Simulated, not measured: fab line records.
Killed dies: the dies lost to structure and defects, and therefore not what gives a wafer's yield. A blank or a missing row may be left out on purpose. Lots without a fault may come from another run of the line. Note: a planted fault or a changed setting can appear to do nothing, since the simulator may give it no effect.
Chamber matching | flow nand_harc | 3 sister chambers for NHARC_P_M0_DEP_32 on pecvd-01
The step deposits SiCN, target thk 30 nm. 6 wafers are shown with their chamber, then 8 later ones without.

WAFERS WITH THEIR CHAMBER
wafer  | chamber | heater_power_outer_w (W) | heater_power_w (W)
L074.3 | 0       | 370                      | 605
L081.5 | 0       | 355                      | 572
L082.2 | 1       | 322                      | 574
L088.4 | 1       | 337                      | 620
L088.5 | 2       | 259                      | 468
L090.1 | 2       | 275                      | 490

WAFERS MISSING THEIR CHAMBER
wafer  | heater_power_outer_w (W) | heater_power_w (W)
L090.3 | 348                      | 562
L090.6 | 282                      | 503
L093.1 | 244                      | 466
L093.3 | 347                      | 573
L093.6 | 313                      | 563
L096.1 | 350                      | 623
L096.3 | 367                      | 614
L096.5 | 313                      | 555

CHAMBER TAKEN BY EACH
wafer  | from the rows above     | in truth
L090.3 | can't be placed: 0 or 1 | 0
L090.6 | 2                       | 2
L093.1 | 2                       | 2
L093.3 | can't be placed: 0 or 1 | 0
L093.6 | 1                       | 1
L096.1 | can't be placed: 0 or 1 | 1
L096.3 | 0                       | 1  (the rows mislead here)
L096.5 | 1                       | 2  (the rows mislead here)
3 of 8 placed correctly. From these rows, 3 cannot be placed; in 3 the true chamber is one of the candidates. Number placed wrongly: 2.
How it was worked out, from the rows above alone: a wafer's distance from a chamber is the root of the sum, over the readings, of the square of ((its reading less the chamber's mean) divided by the reading's scatter). The wafer belongs to the nearest chamber; if the next one is less than 2 further off, it can't be placed. A chamber's mean is the mean of its shown wafers. The scatter is the square root of a quotient: the sum, over the shown wafers, of each reading's squared deviation from its chamber's mean, divided by wafers minus chambers.
